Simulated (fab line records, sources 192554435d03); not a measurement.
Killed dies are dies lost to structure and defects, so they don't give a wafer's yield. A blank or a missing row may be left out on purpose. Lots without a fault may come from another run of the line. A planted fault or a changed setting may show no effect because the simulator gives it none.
Chamber matching | flow n5_finfet | N5_BEOL_M0_SAQP_PECVD_96 on pecvd-01: 3 sister chambers
The step deposits a-Si from SiH4/He, target thk 45 nm, time 45.2 s. 6 wafers are shown with their chamber, then 8 later ones without.

WAFERS WITH THEIR CHAMBER
wafer  | chamber | throttle_valve_pct (%) | showerhead_plenum_p_Torr (Torr)
L075.2 | 2       | 18.7                   | 5.73
L083.1 | 2       | 18.9                   | 5.71
L083.4 | 1       | 18.2                   | 5.71
L088.4 | 0       | 19.9                   | 5.79
L088.5 | 1       | 18.1                   | 5.73
L092.2 | 0       | 19.7                   | 5.78

WAFERS WITHOUT THEIR CHAMBER
wafer  | throttle_valve_pct (%) | showerhead_plenum_p_Torr (Torr)
L092.4 | 19.7                   | 5.77
L092.5 | 19.2                   | 5.72
L094.2 | 18.1                   | 5.72
L094.4 | 18.2                   | 5.72
L094.6 | 19.7                   | 5.79
L096.1 | 19.2                   | 5.72
L096.5 | 19.9                   | 5.80
L096.6 | 19.0                   | 5.70

WHICH CHAMBER EACH WENT THROUGH
wafer  | from the rows above | in truth
L092.4 | 0                   | 0
L092.5 | 2                   | 2
L094.2 | 1                   | 1
L094.4 | 1                   | 1
L094.6 | 0                   | 0
L096.1 | 2                   | 2
L096.5 | 0                   | 0
L096.6 | 2                   | 2
Placed correctly: 8 of 8. Can't be placed from these rows: 0. Placed wrongly: 0.
How it was worked out, from the rows above alone: a wafer's distance from a chamber is the root of the sum, over the readings, of the square of ((its reading less the chamber's mean) divided by the reading's scatter). The wafer belongs to the nearest chamber; if the next one is less than 2 further off, it can't be placed. A chamber's mean is the mean of its shown wafers. The scatter: the root of (the sum of the squares of (reading less its chamber's mean) over the shown wafers, divided by (wafers less chambers)).
